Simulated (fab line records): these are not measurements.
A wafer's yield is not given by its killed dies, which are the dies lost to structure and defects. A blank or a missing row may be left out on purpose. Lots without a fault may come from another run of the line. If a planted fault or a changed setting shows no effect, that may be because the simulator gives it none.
fab line records	flow n5_finfet
record lots=5	wafers=12	last_day=17
route steps=1938 shown BEOL_M2@921 BEOL_M3@931 BEOL_M4@1111 PASSIVATION@1936
lots that met no fault: from a run of the same line without faults
start_h: start of the lot's first displayed wafer, in hours after the record's first day	wait_h: hours from the lot's prior step to this one	" the same as in the row above	L1.1+2: several wafers, shown together as one row	- either no value or no given start	* or withheld: withheld	< > ~ a bound
route shown NAME@n: NAME is a module with steps in the file, n the number in the route of the first one	usual: the fault-free wafers' mean and standard deviation	same: alike in all rows	chamber/n: place in a boat	sites: the reading at each site	_std_site: how widely they spread, as a standard deviation	_edge_site: mean of outer sites minus mean of inner sites	radius_mm: for every site, how far away it sits from the centre of the wafer	mask NAME#n: copy n	behind: the last tool/chamber to shape the wafer	hold: cause of the lot's hold/its duration in hours/its outcome	device: transistor that didn't switch, given as n, p or np	end of line: the route-end tests of the same wafers	where a step has no rows: the recipe by itself	killed: the dies lost at the first sort to structure and to defects; this is not the yield of the wafer	map: a wafer's dies, marking killed ones x, the rest . and places with no die _
set.NAME: the run value of the setting; set.NAME@STEP: its run value at that earlier step	model.NAME: the simulator's own value behind a step, which no gauge read
lots seen at some steps along the route; tables by step, rows by wafer
services: when a tool's chamber went out of use (start_h, in hours from the record's first day, below 0 if earlier), for how many hours, and the reason
## steps
# step N5_BEOL_M2_ECD_50
# recipe material=Cu	target_thk_a=3000
# step N5_BEOL_M2_ANNEAL_51
# recipe temp_c=225	time_s=90	ambient=N2
# step N5_BEOL_M2_CMP_52
# recipe stop_on=SiOC	t_overpolish_s=6.8	down_force_psi=1	platen_rpm=50	clearing_platen_down_force_psi=1.5	clearing_platen_rpm=50	post_cmp_clean=cu_alkaline	target_thk_nm=40	clearing_platen_pad_velocity_m_s=0.99484	pad_velocity_m_s=0.99484
# step N5_BEOL_M2_PRE_CLEAN_60
# recipe gas=NH3/H2	time_s=15	temp_c=*	rf_power_w=300
# step N5_BEOL_M2_CO_CAP_55
# recipe material=Co	target_thk_a=20	temp_c=200	precursor=CCTBA/H2	pressure_torr=30	time_s=102.1
# step N5_BEOL_M2_PRE_CLEAN_56
# recipe gas=NH3	time_s=15	temp_c=withheld	rf_power_w=300
# step N5_BEOL_M2_DEP_57
# recipe material=SiCN	target_thk_a=80	temp_c=withheld	precursor=3MS/NH3	pressure_torr=3	rf_w=202	time_s=14
# step N5_BEOL_M3_ILD_DEP_00
# recipe material=SiOC	target_thk_a=790	temp_c=350	precursor=DEMS/O2	pressure_torr=5	rf_w=500	time_s=15.3
# step N5_BEOL_M3_PECVD_72
# recipe material=SiO2	target_thk_a=160	temp_c=400	precursor=TEOS/O2	pressure_torr=5.5	rf_w=450	teos_flow_sccm=53.8	gas=O2	flow_sccm=3000	time_s=18
# usual heater_power_w=714/110	showerhead_plenum_p_Torr=8.77/0.039	throttle_valve_pct=22.9/1.6
lot.wafer	tool	chamber	start_h	wait_h	heater_power_w	showerhead_plenum_p_Torr	throttle_valve_pct	model.SiO2_of_BEOL_M3_PECVD_72.thk_nm
L988.1	pecvd-02	0	143.08	0.0	648	8.80	25.7	15.8
L988.2	"	1	"	"	846	8.74	22.9	15.8
L988.6	"	1	"	"	820	8.78	22.9	16
L989.1	pecvd-04	1	146.92	0.0	536	8.70	22.8	15.8
L989.3	"	0	"	"	891	8.80	20.7	15.8
L989.5	"	0	"	"	863	8.77	20.8	15.6
L105.2	pecvd-04	0	245.64	0.0	858	8.77	21.0	16.2
L105.3	"	2	"	"	646	8.82	21.0	15.8
L106.1	pecvd-04	2	259.83	0.0	749	8.85	21.2	15.8
L106.6	"	1	"	"	510	8.70	22.9	17
L110.1	pecvd-04	2	273.38	0.0	715	8.83	21.2	15.8
L110.2	"	0	"	"	921	8.78	21.1	16.4
# step N5_BEOL_M3_HM_DEP_02
# recipe material=TiN	target_thk_a=200	temp_c=25	chamber_pressure_pa=0.49996
# step N5_BEOL_M3_COAT_61
# recipe resist=SOC	temp_c=250	time_s=60	spin_rpm=1500	resist_thk_nm=60
# step N5_BEOL_M3_COAT_62
# recipe resist=SiARC	temp_c=220	time_s=60	spin_rpm=1500	resist_thk_nm=12
# step N5_BEOL_M3_COAT_73
# recipe resist=underlayer	temp_c=205	time_s=60	spin_rpm=1500	resist_thk_nm=5
# step N5_BEOL_M3_COAT_05
# recipe resist=CAR-EUV	spin_rpm=1500	resist_thk_nm=30
# step N5_BEOL_M3_EBR_07
# recipe solvent=PGMEA	ebr_width_mm=1.5
# step N5_BEOL_M3_SOFTBAKE_06
# recipe temp_c=110	time_s=60	resist=CAR-EUV
# step N5_BEOL_M3_EXPOSE_08
# recipe mask_id=M3	na=0.33	source_shape=dipole	sigma_inner=0.369	sigma_outer=0.767	polarization=unpolarized	dose_mj=33
# step N5_BEOL_M3_PEB_09
# recipe peb_temp_c=100	peb_time_s=60	resist=CAR-EUV
# step N5_BEOL_M3_DEVELOP_10
# recipe develop_time_s=30	developer=TMAH	resist=CAR-EUV	rinse_liquid=surfactant_rinse	dry=air_spin	dev_temp_c=23
# step N5_BEOL_M3_DESCUM_16
# recipe chemistry=O2	time_s=7	source_power_w=50	bias_power_w=20	pressure_mtorr=20	rf_frequency_hz=2.712e+07	temp_c=40	resist=CAR-EUV	o2_flow_sccm=225
# step N5_BEOL_M3_ETCH_74
# recipe chemistry=N2/H2	target=underlayer	target_depth_a=65	mask_material=CAR-EUV	time_s=5.2	ion_energy_ev=200	pressure_mtorr=30	source_w=840	bias_w=150	n2_flow_sccm=200	h2_flow_sccm=200	ends=cleared
# step N5_BEOL_M3_ETCH_63
# recipe chemistry=CF4	target=SiARC	target_depth_a=156	mask_material=CAR-EUV	time_s=26	ion_energy_ev=80	pressure_mtorr=40	source_w=545	bias_w=36	Ar_flow_sccm=100	cf4_flow_sccm=100	ends=cleared
# step N5_BEOL_M3_ETCH_64
# recipe chemistry=N2/H2	target=SOC	target_depth_a=750	overetch_a=150	mask_material=SiARC	temp_c=40	time_s=112.5	ion_energy_ev=200	pressure_mtorr=30	source_w=840	bias_w=150	n2_flow_sccm=200	h2_flow_sccm=200
# step N5_BEOL_M3_STRIP_65
# recipe chemistry=N2/H2	temp_c=40	n2_flow_sccm=200	h2_flow_sccm=200	rf_frequency_hz=6e+07
# step N5_BEOL_M3_STRIP_75
# recipe chemistry=N2/H2	temp_c=40	n2_flow_sccm=200	h2_flow_sccm=200	rf_frequency_hz=6e+07
# step N5_BEOL_M3_STRIP_66
# recipe chemistry=CF4	resist=SiARC	power_w=300	bias_power_w=75	pressure_mtorr=50	cf4_flow_sccm=150	rf_frequency_hz=6e+07
# step N5_BEOL_M3_HM_OPEN_17
# recipe chemistry=Cl2/BCl3	target_depth_a=200	overetch_a=60	target=TiN	mask_material=SOC	ion_energy_ev=150	pressure_mtorr=10	icp_w=1000	bias_w=126	Cl2_flow_sccm=53.25	bcl3_flow_sccm=21.75	Ar_flow_sccm=25
# step N5_BEOL_M3_STRIP_19
# recipe chemistry=O2	power_w=400	temp_c=40	pressure_mtorr=30	rf_frequency_hz=6e+07	bias_power_w=0	overash_fraction=0.2	o2_flow_sccm=225
# step N5_BEOL_M3_COAT_67
# recipe resist=SOC	temp_c=250	time_s=60	spin_rpm=1500	resist_thk_nm=60
# step N5_BEOL_M3_COAT_68
# recipe resist=SiARC	temp_c=220	time_s=60	spin_rpm=1500	resist_thk_nm=12
# step N5_BEOL_M3_COAT_76
# recipe resist=underlayer	temp_c=205	time_s=60	spin_rpm=1500	resist_thk_nm=5
# step N5_BEOL_M3_COAT_22
# recipe resist=CAR-EUV	spin_rpm=1500	resist_thk_nm=30
# step N5_BEOL_M3_EBR_24
# recipe solvent=PGMEA	ebr_width_mm=1.5
# step N5_BEOL_M3_SOFTBAKE_23
# recipe temp_c=110	time_s=60	resist=CAR-EUV
# step N5_BEOL_M3_HM_STRIP_39
# recipe chemistry=peroxide_tin_strip	material=TiN	target_depth_a=250	temp_c=50	time_s=158
# usual temp_c=49.99/0.11
# same time_s=158
lot.wafer	tool	chamber	start_h	wait_h	temp_c	model.SiO2_of_BEOL_M3_PECVD_72.thk_nm
L988.1	wet_bench-01	4	148.06	0.0	49.82	15.6
L988.2	"	1	"	"	49.88	15.8
L988.6	"	0	"	"	50.02	16
L989.1	wet_bench-02	2	151.46	0.0	49.94	15.8
L989.3	"	5	"	"	50.22	15.6
L989.5	"	7	"	"	49.97	15.4
L105.2	wet_bench-03	1	249.75	0.0	50.11	16.2
L105.3	"	5	"	"	49.91	15.6
L106.1	wet_bench-01	4	266.04	0.0	49.99	15.6
L106.6	"	1	"	"	50.09	17
L110.1	wet_bench-03	0	281.58	0.0	50.09	15.6
L110.2	"	1	"	"	50.00	16.2
# step N5_BEOL_M4_RC_MEAS_101
# usual DIBL_N=36.8/2.2	DIBL_P=37.1/2.8	IOFF_N=0.17/0.04	IOFF_P=0.22/0.049	ION_N=672/16	ION_P=460/9.2	SS_N=71.6/0.69	SS_P=73.5/0.78	VT_N=249/3.6	VT_P=-250/3.9
lot.wafer	tool	chamber	start_h	wait_h	DIBL_N[mV/V]	DIBL_P[mV/V]	IOFF_N[nA/um]	IOFF_P[nA/um]	ION_N[uA/um]	ION_P[uA/um]	SS_N[mV/dec]	SS_P[mV/dec]	VT_N[mV]	VT_P[mV]
L988.1	prober-01	0	158.57	0.0	39.2	38.3	0.20	0.22	666	451	72.8	74.1	248	-253
L988.2	"	0	"	"	38.9	38.0	0.20	0.22	691	468	71.9	73.4	245	-251
L988.6	"	0	"	"	38.0	37.4	0.19	0.21	694	462	71.5	73.3	247	-253
L989.1	prober-02	0	165.84	0.0	35.2	37.3	0.16	0.22	683	467	71.5	73.3	249	-248
L989.3	"	0	"	"	35.3	36.7	0.16	0.22	675	470	71.1	73.6	251	-247
L989.5	"	0	"	"	36.9	39.3	0.21	0.26	693	471	71.6	74.0	246	-247
L105.2	prober-02	0	262.79	0.2	35.4	34.9	0.14	0.19	667	462	71.1	73.0	247	-250
L105.3	"	0	"	"	32.9	31.4	0.10	0.15	643	443	70.2	72.9	255	-257
L106.1	prober-02	0	280.02	0.0	34.5	33.2	0.15	0.18	669	458	70.5	72.3	248	-250
L106.6	"	0	"	"	34.2	33.5	0.12	0.18	659	459	71.7	73.2	253	-251
L110.1	prober-02	0	302.84	0.0	39.3	41.7	0.25	0.29	699	467	72.4	74.8	246	-249
L110.2	"	0	"	"	34.7	37.2	0.15	0.22	696	471	71.4	73.1	246	-250
# step N5_PASSIVATION_PROBE_49
# usual defect_limited_yield=91.1/1.5	killed_at_M0_to_M3=35/11	killed_at_M4_up=13/5.7	killed_at_contacts=12/5.7	killed_at_front_end=40/11	killed_at_other=4/4.4	killed_dies=105/18	killed_open=68/14	killed_short=34/7.4	sort_bin_5_function=5.2/1	sort_bin_6_memory=3.3/0.67	sort_bin_8_speed=0.04/0.29	sort_n_pass=1074/18	sort_yield_pct=91.0/1.5
# same gross_dies=1180	killed_at_back_side=0	sort_bin_4_leakage[%]=0
lot.wafer	tool	chamber	start_h	wait_h	defect_limited_yield[%]	killed_at_M0_to_M3	killed_at_M4_up	killed_at_contacts	killed_at_front_end	killed_at_other	killed_dies	killed_open	killed_short	sort_bin_5_function[%]	sort_bin_6_memory[%]	sort_bin_8_speed[%]	sort_n_pass	sort_yield_pct[%]
L988.1	prober-02	-	261.73	0.8	92.1	46	6	10	28	3	93	56	35	5.1	2.6	0	1087	92.1
L988.2	prober-02	-	261.78	0.8	91.5	38	9	4	40	9	100	52	45	5.3	2.7	0	1080	91.5
L988.6	prober-02	-	261.98	1.0	91.2	44	16	5	29	10	104	61	39	5.4	3.0	0	1076	91.2
L989.1	prober-01	-	268.44	0.0	89.2	38	19	11	43	16	127	88	37	5.9	4.1	0	1053	89.2
L989.3	prober-01	-	268.54	0.1	90.6	25	19	7	50	10	111	79	31	5.6	3.5	0	1069	90.6
L989.5	prober-01	-	268.64	0.2	89.4	32	17	7	52	17	125	76	48	6.0	4.2	0	1055	89.4
L105.2	prober-02	-	363.69	0.5	86.6	42	4	7	37	68	158	66	29	10.3	2.6	0	1022	86.6
L105.3	prober-02	-	363.74	0.6	82.2	29	14	4	29	134	210	55	26	14.8	2.8	0.08	969	82.1
L106.1	prober-01	-	383.10	0.0	92.8	23	16	18	27	1	85	60	24	4.7	2.3	0	1095	92.8
L106.6	prober-01	-	383.35	0.3	92.9	18	15	12	37	2	84	52	30	4.1	3.0	0	1096	92.9
L110.1	prober-01	-	401.50	0.0	92.3	21	10	14	42	4	91	60	29	3.4	4.0	0	1089	92.3
L110.2	prober-01	-	401.55	0.1	92.9	39	12	7	22	4	84	52	30	4.3	2.5	0	1096	92.9
# killed by level:class
L988.1 MOL_CONTACT_COAG:geometric_particle:open=10 BEOL_M0_SAQP:geometric_particle:short=9 FIN_SAQP:geometric_particle:short=8 BEOL_M0_SAQP:geometric_particle:open=7 BEOL_M1:geometric_particle:open=7 BEOL_M3:geometric_particle:open=7 BEOL_M1:geometric_particle:short=6 BEOL_M2:geometric_particle:open=6
L988.2 STI_FIN_REVEAL:geometric_particle:open=15 FIN_SAQP:geometric_particle:short=11 BEOL_M1:geometric_particle:open=9 BEOL_M1:geometric_particle:short=7 BEOL_M0_SAQP:geometric_particle:short=6 BEOL_M3:geometric_particle:open=5 BEOL_M0_SAQP:geometric_particle:open=4 BEOL_M2:geometric_particle:open=4
L988.6 FIN_SAQP:geometric_particle:short=11 BEOL_M0_SAQP:geometric_particle:short=9 BEOL_M0_SAQP:geometric_particle:open=8 BEOL_M1:geometric_particle:open=8 BEOL_M4:geometric_particle:open=7 BEOL_M2:geometric_particle:open=6 STI_FIN_REVEAL:geometric_particle:open=5 BEOL_M1:geometric_particle:short=5
L989.1 STI_FIN_REVEAL:geometric_particle:open=12 BEOL_M0_SAQP:geometric_particle:open=10 FIN_SAQP:geometric_particle:open=9 MOL_CONTACT_COAG:geometric_particle:open=9 BEOL_M1:geometric_particle:open=9 FIN_SAQP:geometric_particle:short=8 BEOL_M4:geometric_particle:open=7 BEOL_M0_SAQP:geometric_particle:short=6
L989.3 FIN_SAQP:geometric_particle:open=19 BEOL_M4:geometric_particle:open=13 FIN_SAQP:geometric_particle:short=10 STI_FIN_REVEAL:geometric_particle:open=8 MOL_CONTACT_COAG:geometric_particle:open=7 BEOL_M0_SAQP:geometric_particle:open=6 BEOL_M0:geometric_particle:open=6 BEOL_M0_SAQP:geometric_particle:short=4
L989.5 STI_FIN_REVEAL:geometric_particle:open=17 FIN_SAQP:geometric_particle:short=15 FIN_SAQP:geometric_particle:open=9 BEOL_M0_SAQP:geometric_particle:short=9 BEOL_M1:geometric_particle:open=8 BEOL_M4:geometric_particle:open=8 BEOL_M0_SAQP:geometric_particle:open=6 MOL_CONTACT_COAG:geometric_particle:open=5
L105.2 PASSIVATION:area_etch=57 BEOL_M1:geometric_particle:open=11 STI_FIN_REVEAL:geometric_particle:open=8 DUMMY_GATE:geometric_particle:open=8 BEOL_M3:geometric_particle:open=8 PASS1_CAP:geometric_particle:open=6 BEOL_M2:geometric_particle:open=6 FIN_SAQP:geometric_particle:open=5
L105.3 PASSIVATION:area_etch=127 BEOL_M0_SAQP:geometric_particle:open=10 BEOL_M2:geometric_particle:open=7 FIN_SAQP:geometric_particle:short=5 STI_FIN_REVEAL:geometric_particle:open=5 GATE_CUT:geometric_particle:short=4 MOL_CONTACT_COAG:geometric_particle:open=4 BEOL_M0_SAQP:geometric_particle:short=4
L106.1 MOL_CONTACT_COAG:geometric_particle:open=15 FIN_SAQP:geometric_particle:short=6 BEOL_M2:geometric_particle:open=6 BEOL_M0_SAQP:geometric_particle:open=5 BEOL_M4:geometric_particle:open=5 BEOL_M0:geometric_particle:open=4 BEOL_M1:geometric_particle:open=4 STARTING-WAFER:geometric_particle:open=4
L106.6 FIN_SAQP:geometric_particle:open=9 MOL_CONTACT_COAG:geometric_particle:open=8 FIN_SAQP:geometric_particle:short=7 GATE_CUT:geometric_particle:short=5 BEOL_M0_SAQP:geometric_particle:open=5 BEOL_M2:geometric_particle:open=5 BEOL_M4:geometric_particle:open=5 MOL_CONTACT_COAG:geometric_particle:short=4
L110.1 DUMMY_GATE:geometric_particle:open=11 MOL_CONTACT_COAG:geometric_particle:open=11 FIN_SAQP:geometric_particle:short=5 GATE_CUT:geometric_particle:short=5 STI_FIN_REVEAL:geometric_particle:open=4 DUMMY_GATE:geometric_particle:short=4 GATE_CUT:geometric_particle:open=4 BEOL_M0_SAQP:geometric_particle:open=4
L110.2 STI_FIN_REVEAL:geometric_particle:open=9 BEOL_M0_SAQP:geometric_particle:short=6 BEOL_M1:geometric_particle:open=6 BEOL_M2:geometric_particle:open=6 BEOL_M3:geometric_particle:open=6 MOL_CONTACT_COAG:geometric_particle:open=4 BEOL_M0:geometric_particle:short=4 BEOL_M0:geometric_particle:open=3
## services
tool	chamber	start_h	hours	kind
pecvd-04	-	121.15	2.5	repair
pecvd-02	2	126.92	23.1	repair
wet_bench-01	-	179.80	3.1	repair
pecvd-04	-	191.31	14.0	repair
pecvd-04	1	211.99	6.6	repair
pecvd-02	-	217.23	0.5	repair
pecvd-04	-	234.31	0.6	repair
## key
first_sign none at tools or gauges
model_effect step=N5_BEOL_M3_PECVD_72	value=SiO2_of_BEOL_M3_PECVD_72.thk_nm	without=15.73	struck=16.53
model_effect step=N5_BEOL_M3_HM_STRIP_39	value=SiO2_of_BEOL_M3_PECVD_72.thk_nm	without=15.53	struck=16.47
met_at N5_BEOL_M3_PECVD_72
struck_wafers L105.2,L106.6,L110.2
baseline_loss step=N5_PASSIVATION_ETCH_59	wafers=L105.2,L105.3
onset_between 146.92 245.64
fault kind=process_parameter_drift	tool=pecvd-04	chamber=-	onset_h=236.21	steps=N5_BEOL_M3_PECVD_72	channel=time_s	offset=*	shape=step	end_h=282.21	scope=struck_wafers_only	acts_in=*	stated=*
# baseline_loss: these wafers lose ten dies or more at that step, a loss of the line's own and not of a fault; the sort's usual values leave them out
